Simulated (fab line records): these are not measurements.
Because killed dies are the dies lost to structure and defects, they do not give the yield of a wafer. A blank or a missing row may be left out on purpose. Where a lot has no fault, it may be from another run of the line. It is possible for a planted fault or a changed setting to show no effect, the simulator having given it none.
Split-lot experiment    flow n5 finfet    route with 1938 steps; 7 lots, 39 wafers read

## THE SPLIT
At N5_DUMMY_GATE_ALD_02 (deposits SiO2, target thk 2 nm, pulse time 1 s), the setting target thk a was moved away from the recipe's 20 angstrom on 15 of the 39 wafers read, by -55.5% to +40.1%. This setting was run at the recipe's value on the other wafers.

## FROM THE SPLIT TO THE READING: what the file shows between them, 4 steps
- N5_DUMMY_GATE_CVD_03: deposits a-Si from SiH4, target thk 150 nm, time 8042 s
- N5_DUMMY_GATE_PRECLEAN_46: cleans in DIW, time 89.5 s
- N5_DUMMY_GATE_ETCH_32: etches SiO2 in CF4, target depth 3.5 nm, time 3.9 s
- N5_DUMMY_GATE_ETCH_23: etches poly-Si in HBr/Cl2/O2, target depth 41 nm, time 22.3 s

## THE READING
SiO2_of_DUMMY_GATE_ALD_02.thk nm (the simulator's own value, which no gauge read), in nm, at N5_DUMMY_GATE_ETCH_44 (etches poly-Si in HBr/O2, stops on SiO2, target depth 127.5 nm). The file gives no usual value for it.

wafer   tool, chamber at the split  target thk a as run, angstrom  against the recipe  SiO2_of_DUMMY_GATE_ALD_02.thk nm, nm  against lot-mates on the recipe
L074.1  ald sin-03, 0,2,1           15.44                          -22.8%              1.6                                   -0.4
L074.5  ald sin-03, 0,2,1           15.44                          -22.8%              1.6                                   -0.4
L074.6  ald sin-03, 0,2,1           15.44                          -22.8%              1.6                                   -0.4
L074.2  ald sin-03, 1,3,2           20                             recipe              2                                     -
L074.3  ald sin-03, 1,3,2           20                             recipe              2                                     -
L074.4  ald sin-03, 1,3,2           20                             recipe              2                                     -
L076.1  ald sin-01, 0,3,2           20                             recipe              2                                     -
L076.2  ald sin-01, 0,3,2           20                             recipe              2                                     -
L076.5  ald sin-01, 0,3,2           20                             recipe              2                                     -
L076.3  ald sin-01, 1,2,3           28.02                          +40.1%              2.8                                   +0.8
L076.4  ald sin-01, 1,2,3           28.02                          +40.1%              2.8                                   +0.8
L076.6  ald sin-01, 1,2,3           28.02                          +40.1%              2.8                                   +0.8
L078.1  ald sin-01, 3,2,1           8.906                          -55.5%              0                                     -2.0
L078.4  ald sin-01, 3,2,1           8.906                          -55.5%              0                                     -2.0
L078.6  ald sin-01, 3,2,1           8.906                          -55.5%              0                                     -2.0
L078.2  ald sin-01, 0,1,0           20                             recipe              2                                     -
L078.3  ald sin-01, 0,1,0           20                             recipe              2                                     -
L078.5  ald sin-01, 0,1,0           20                             recipe              2                                     -
L086.1  ald sin-01, 0,1,3           20                             recipe              2                                     -
L086.2  ald sin-01, 0,1,3           20                             recipe              2                                     -
L086.6  ald sin-01, 0,1,3           20                             recipe              2                                     -
L086.3  ald sin-01, 3,2,0           16.87                          -15.6%              1.6                                   -0.4
L086.4  ald sin-01, 3,2,0           16.87                          -15.6%              1.6                                   -0.4
L086.5  ald sin-01, 3,2,0           16.87                          -15.6%              1.6                                   -0.4
L092.1  ald sin-03, 3,1,1           10.79                          -46.1%              1                                     -1.0
L092.2  ald sin-03, 3,1,1           10.79                          -46.1%              1                                     -1.0
L092.5  ald sin-03, 3,1,1           10.79                          -46.1%              1                                     -1.0
L092.3  ald sin-03, 0,2,0           20                             recipe              2                                     -
L092.4  ald sin-03, 0,2,0           20                             recipe              2                                     -
L092.6  ald sin-03, 0,2,0           20                             recipe              2                                     -
L095.1  ald sin-03, 1,0,2,3,2,1     20                             recipe              2                                     -
L095.2  ald sin-03, 1,0,2,3,2,1     20                             recipe              2                                     -
L095.3  ald sin-03, 1,0,2,3,2,1     20                             recipe              2                                     -
L095.4  ald sin-03, 1,0,2,3,2,1     20                             recipe              2                                     -
L095.5  ald sin-03, 1,0,2,3,2,1     20                             recipe              2                                     -
L095.6  ald sin-03, 1,0,2,3,2,1     20                             recipe              2                                     -
L097.1  ald sin-01, 1,3,3           20                             recipe              2                                     -
L097.3  ald sin-01, 1,3,3           20                             recipe              2                                     -
L097.6  ald sin-01, 1,3,3           20                             recipe              2                                     -
Where a row lists several chambers, the file gives one row for several wafers and doesn't say which wafer went through which chamber.

THE FIT
A straight line over all 39 wafers: SiO2_of_DUMMY_GATE_ALD_02.thk nm changes by +0.0267 nm for each +1% of target thk a; r = +0.96; the points scatter about the line by 0.19 nm.
The same after taking each lot's own level away (the mean of its wafers on the recipe; 39 wafers): +0.0267 nm for each +1%; r = +0.96; scatter 0.19 nm.
On that fit, the largest move of target thk a shifts the reading by 1.5 nm.
The lots' own levels span 2.00 to 2.00 nm.
The two slopes agree, so the slope changes little with the lot-to-lot level.
Check: with one of the wafers moved furthest among these (-55.5%) left out of the fit, the line predicts -1.43 nm for it against its lot-mates. Against them it came out at -2 nm.

## FURTHER SPLITS ON THESE WAFERS
These wafers also went through other splits before the reading. Each is held against what the fit with the lots' levels taken away leaves over:
other split on the same wafers  wafers away from the commonest value  r with SiO2_of_DUMMY_GATE_ALD_02.thk nm (lot level and that fit taken away)
N5_FIN_SAQP_HM_DEP_03 time s    15                                    +0.29

## THE WHOLE CHAIN: every reading that the file lists as answering this split, in the file's order
step                   what it does                                                    reading                                                                            change (the file's fit)                 r (the file's)
N5_DUMMY_GATE_ALD_02   deposits SiO2, target thk 2 nm, pulse time 1 s                  SiO2_of_DUMMY_GATE_ALD_02.thk nm (the simulator's own value, which no gauge read)  +0.0211 nm for each +1% of the setting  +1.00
N5_DUMMY_GATE_ETCH_44  etches poly-Si in HBr/O2, stops on SiO2, target depth 127.5 nm  SiO2_of_DUMMY_GATE_ALD_02.thk nm (the simulator's own value, which no gauge read)  +0.027 nm for each +1% of the setting   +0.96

## FILE'S OWN FIT
SiO2_of_DUMMY_GATE_ALD_02.thk nm changes by +0.027 nm for each +1% of target thk a, r = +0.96.
